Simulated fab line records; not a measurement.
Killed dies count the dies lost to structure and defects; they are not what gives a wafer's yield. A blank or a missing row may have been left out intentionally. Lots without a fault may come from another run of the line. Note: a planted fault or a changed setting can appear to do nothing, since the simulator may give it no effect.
Struck lot and sound lot, side by side || flow nand-harc || 31 out of 1159 route steps
Sound: the wafers L815.2, L815.3, L815.5. Wafers L808.1, L808.5, L808.6 were the ones struck. The cause comes at the end.
Each step with rows lists, per side, the tool, then ch with its chambers, then its first start. Under that, the readings that differ: sound wafers || struck wafers || difference of the means || sigmas: that difference in standard deviations of wafers without a fault.
alike: same words and numbers on both sides, and readings whose means sit less than 2 such deviations apart. not compared: any withheld reading, any reading some wafer has no value for, any bound like >300 that may hide the same value, and any number with overlapping values for which the record gives no deviation.
The two part at a step that has a row with sigmas, a row that says differs or no value, or rows on one side only. Non-overlapping numbers with no deviation appear without sigmas and do not part them. A reading missing from all wafers of one side parts the sides only when that side holds two or more wafers.

first, 10 steps without rows for these wafers: NHARC_A_SGD_CUT_PRECLEAN_18 (cleans in SC1); NHARC_A_SGD_CUT_SRD_19; NHARC_A_SGD_CUT_DEP_20 (deposits SiO2, target thk 150 nm); NHARC_A_SGD_CUT_ANNEAL_27 (time 1800 s); NHARC_A_SGD_CUT_CMP_21 (polishes, target thk 148.19 nm); NHARC_A_SGD_CUT_SRD_23; NHARC_A_SGD_CUT_ETCH_26 (etches SiO2 in dHF, target depth 45.8 nm); NHARC_A_SGD_CUT_ETCHBACK_24 (etches the open film in CH3F/O2, target depth 50 nm, time 92.857 s); NHARC_A_SGD_CUT_STRIP_28 (strips in O2, time 20 s); NHARC_A_SLIT_DEP_25 (deposits SiO2, target thk 200 nm).
NHARC_A_SLIT_DEP_00: deposits aC, target thk 3200 nm.
  sound on acl-dep-01 ch 0, day 18 01:26; struck on acl-dep-02 ch 0, day 16 06:11
  alike: throttle-valve-pct
then, 19 steps without rows for these wafers: NHARC_A_SLIT_DEP_23 (deposits SiON, target thk 100 nm); NHARC_A_SLIT_DEHYDRATE_01 (time 120 s); NHARC_A_SLIT_HMDS_02 (time 30 s); NHARC_A_SLIT_COAT_03 (resist thk 90 nm); NHARC_A_SLIT_SOFTBAKE_04 (time 55 s); NHARC_A_SLIT_EBR_05; NHARC_A_SLIT_EXPOSE_06 (exposes mask SLIT); NHARC_A_SLIT_PEB_07 (peb time 65 s); NHARC_A_SLIT_DEVELOP_08 (develop time 35 s); NHARC_A_SLIT_DESCUM_14 (chemistry O2, time 3 s); NHARC_A_SLIT_ETCH_24 (etches the open film in CF4/CHF3, target depth 121 nm, time 60.5 s); NHARC_A_SLIT_ETCH_15 (etches the open film in O2/COS, target depth 3200 nm, time 832 s); NHARC_A_SLIT_ETCH_17 (etches the open film in C4F8/O2/Ar, time 1687.5 s, target depth 10100 nm); NHARC_A_SLIT_ETCH_26 (etches the open film in C4F8/O2/Ar, time 90 s, target depth 400 nm); NHARC_A_SLIT_STRIP_28 (strips in O2/COS); NHARC_A_SLIT_ETCH_29 (etches the open film in CF4/O2, target depth 100 nm, overetch 10 nm, time 55 s); NHARC_A_SLIT_STRIP_18 (strips in O2); NHARC_A_SLIT_PRECLEAN_19 (cleans in SC1); NHARC_A_SLIT_SRD_20.
-- jump in the record: it breaks off in module A_SLIT and resumes in module END (first step shown: number 1159 of the route), and 6 days separate the struck wafers' starts before and after --
NHARC_END_SORT_01:
  sound on prober-01 ch 0, day 23 01:15; struck on prober-02 ch 0, day 21 19:41
{"reading": "killed-at-array", "sound": "36 24 27", "struck": "655 668 667", "difference": "+634", "sigmas": "+58"}
{"reading": "killed-dies", "sound": "41 26 31", "struck": "661 672 673", "difference": "+636", "sigmas": "+58"}
  alike: killed-at-other, killed-at-periphery, killed-open, killed-short

== WHERE THEY PART ==
At NHARC_END_SORT_01 and nowhere else, as far as this record goes.

WHY: the cause the simulator had injected
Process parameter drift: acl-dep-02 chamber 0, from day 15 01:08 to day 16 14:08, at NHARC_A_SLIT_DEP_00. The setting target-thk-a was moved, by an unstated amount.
